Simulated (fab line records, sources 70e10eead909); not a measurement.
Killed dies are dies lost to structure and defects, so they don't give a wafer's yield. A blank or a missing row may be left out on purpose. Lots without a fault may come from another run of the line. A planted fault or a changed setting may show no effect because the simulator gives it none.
Chamber matching | flow nand_harc | NHARC_A_CHANNEL_HOLE_D1_DESCUM_15 on rie_diel-12: 4 sister chambers
The step chemistry O2, time 3 s. 8 wafers are shown with their chamber, then 9 later ones without.

WAFERS WITH THEIR CHAMBER
wafer  | chamber | showerhead_plenum_p_Torr (Torr) | drypump_motor_current_A (A)
L081.5 | 0       | 2.06                            | 6.5
L084.2 | 0       | 2.06                            | 6.5
L084.6 | 2       | 2.07                            | 5.8
L089.2 | 3       | 1.82                            | 5.0
L089.5 | 1       | 2.05                            | 6.2
L087.1 | 1       | 2.05                            | 6.2
L087.2 | 3       | 1.82                            | 4.9
L087.4 | 2       | 2.06                            | 5.8

WAFERS WITHOUT THEIR CHAMBER
wafer  | showerhead_plenum_p_Torr (Torr) | drypump_motor_current_A (A)
L087.3 | 2.06                            | 6.5
L087.5 | 2.06                            | 5.8
L087.6 | 2.05                            | 6.2
L092.1 | 2.05                            | 6.2
L092.3 | 2.06                            | 6.5
L092.4 | 1.82                            | 5.0
L092.2 | 1.82                            | 5.0
L092.5 | 2.05                            | 6.3
L092.6 | 2.06                            | 6.5

WHICH CHAMBER EACH WENT THROUGH
wafer  | from the rows above | in truth
L087.3 | 0                   | 0
L087.5 | 2                   | 2
L087.6 | 1                   | 1
L092.1 | 1                   | 1
L092.3 | 0                   | 0
L092.4 | 3                   | 3
L092.2 | 3                   | 3
L092.5 | 1                   | 1
L092.6 | 0                   | 0
Placed correctly: 9 of 9. Can't be placed from these rows: 0. Placed wrongly: 0.
How it was worked out, from the rows above alone: a wafer's distance from a chamber is the root of the sum, over the readings, of the square of ((its reading less the chamber's mean) divided by the reading's scatter). The wafer belongs to the nearest chamber; if the next one is less than 2 further off, it can't be placed. A chamber's mean is the mean of its shown wafers. The scatter: the root of (the sum of the squares of (reading less its chamber's mean) over the shown wafers, divided by (wafers less chambers)).
